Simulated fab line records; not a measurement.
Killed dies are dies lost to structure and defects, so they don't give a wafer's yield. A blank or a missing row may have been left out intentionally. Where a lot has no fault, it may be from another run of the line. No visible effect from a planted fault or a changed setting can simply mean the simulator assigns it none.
3 desks, one fault || flow n5 finfet || every desk sees just its own numbers, and what lay behind them comes last

## AT THE TOOL OWNER'S DESK: rie diel-06
The tool's own readings at N5_BEOL_M3_ETCH_70 (etches SOC in N2/H2, target depth 80 nm, overetch 16 nm, time 120 s): means of the sampled wafers that have a number, for each lot that ran on this tool. Marked OUT: a lot whose mean sits more than 4 standard deviations from the usual mean, which makes it out of limits; the brackets give that distance.
Columns: A = drypump motor current A at N5_BEOL_M3_ETCH_70, usual 5.5 A; B = oes product au at N5_BEOL_M3_ETCH_70, usual 0.62 a.u.; C = rf vpp V at N5_BEOL_M3_ETCH_70, usual 523.6 V; D = run length s at N5_BEOL_M3_ETCH_70, usual 143.4 s; E = showerhead plenum p Torr at N5_BEOL_M3_ETCH_70, usual 2.53 Torr; F = throttle valve pct at N5_BEOL_M3_ETCH_70, usual 17.8 %
{"lot": "L592", "first seen here": "day 9 06:47", "A": 5.4, "B": 0.55, "C": 523.3, "D": 143.3, "E": 2.47, "F": 17.9}
{"lot": "L596", "first seen here": "day 10 10:30", "A": 5.4, "B": 0.55, "C": 524.3, "D": "157.6 (+43) OUT", "E": 2.52, "F": 17.6}
{"lot": "L603", "first seen here": "day 12 03:46", "A": 5.6, "B": 0.59, "C": 521.4, "D": "164.1 (+63) OUT", "E": 2.44, "F": 17.8}
This desk finds L596, L603 out of limits, L596 being first, at day 10 10:30 (run length s at N5_BEOL_M3_ETCH_70). L592: within limits.

## METROLOGY DESK
Means of the sampled wafers that have a number, per lot and without regard to the tool the lot ran on: this is what the gauges read. Marked OUT: a lot whose mean sits more than 4 standard deviations from the usual mean, which makes it out of limits; the brackets give that distance. Of its 12 readings 7 are shown: those that lie furthest out on some lot.
Columns: A = cd nm at N5_BEOL_M3_CD_MEAS_28, usual 25.78 nm; B = DIBL_N at N5_BEOL_M4_RC_MEAS_101, usual 36.1 mV/V; C = DIBL_P at N5_BEOL_M4_RC_MEAS_101, usual 36 mV/V; D = IOFF_N at N5_BEOL_M4_RC_MEAS_101, usual 0.16 nA/um; E = ION_N at N5_BEOL_M4_RC_MEAS_101, usual 676 uA/um; F = SS_N at N5_BEOL_M4_RC_MEAS_101, usual 71.6 mV/dec; G = VT_N at N5_BEOL_M4_RC_MEAS_101, usual 251 mV
{"lot": "L592", "first seen here": "day 8 11:35", "A": 25.61, "B": 32.4, "C": 32, "D": 0.10, "E": 663, "F": 70.8, "G": 258}
{"lot": "L596", "first seen here": "day 9 18:53", "A": 25.90, "B": 37.9, "C": 37, "D": 0.17, "E": 676, "F": 72.2, "G": 250}
{"lot": "L595", "first seen here": "day 10 09:39", "A": 25.71, "B": 35.5, "C": 36, "D": 0.15, "E": 680, "F": 71.1, "G": 251}
{"lot": "L603", "first seen here": "day 11 23:16", "A": 25.98, "B": 35.3, "C": 34, "D": 0.14, "E": 658, "F": 71.6, "G": 252}
{"lot": "L607", "first seen here": "day 12 21:40", "A": 26.08, "B": 35.5, "C": 34, "D": 0.16, "E": 677, "F": 71.7, "G": 250}
{"lot": "L609", "first seen here": "day 13 15:12", "A": 25.79, "B": 36.9, "C": 37, "D": 0.15, "E": 672, "F": 72.0, "G": 251}
Finding of this desk: none of the 6 lots has anything out of limits.

## THE DEFECT DESK
What the inspections along the route counted, lot by lot: means of the sampled wafers that have a number. Marked OUT: a lot whose mean sits more than 4 standard deviations from the usual mean, which makes it out of limits; the brackets give that distance.
Columns: A = raw defect count at N5_BEOL_M3_INSPECT_30, usual 383
{"lot": "L592", "first seen here": "day 8 11:41", "A": 308}
{"lot": "L596", "first seen here": "day 9 18:58", "A": 428}
{"lot": "L595", "first seen here": "day 10 09:44", "A": 466}
{"lot": "L603", "first seen here": "day 11 23:21", "A": 515}
{"lot": "L607", "first seen here": "day 12 21:45", "A": 421}
{"lot": "L609", "first seen here": "day 13 15:17", "A": 302}
Finding of this desk: none of the 6 lots has anything out of limits.

## TAKEN TOGETHER
At day 10 10:30, on L596, L603, the tool owner's desk was in a position to raise an alarm.
At the metrology desk, nothing out of limits was observed.
No out-of-limits result turned up at the defect desk.
The metrology desk has L596, L603 on record, within its limits.
The defect desk has L596, L603 on record, within its limits.
Every lot named ran N5_BEOL_M3_ETCH_70 on rie diel-06.

## WHAT THE SIMULATOR HAD PUT IN
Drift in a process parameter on rie diel-06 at N5_BEOL_M3_ETCH_70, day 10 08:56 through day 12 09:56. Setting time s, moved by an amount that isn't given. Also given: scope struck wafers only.
Lots struck among those shown: L596, L603.
Delay in hours, fault start to first out-of-limits reading, by desk: the tool owner's desk at 2.
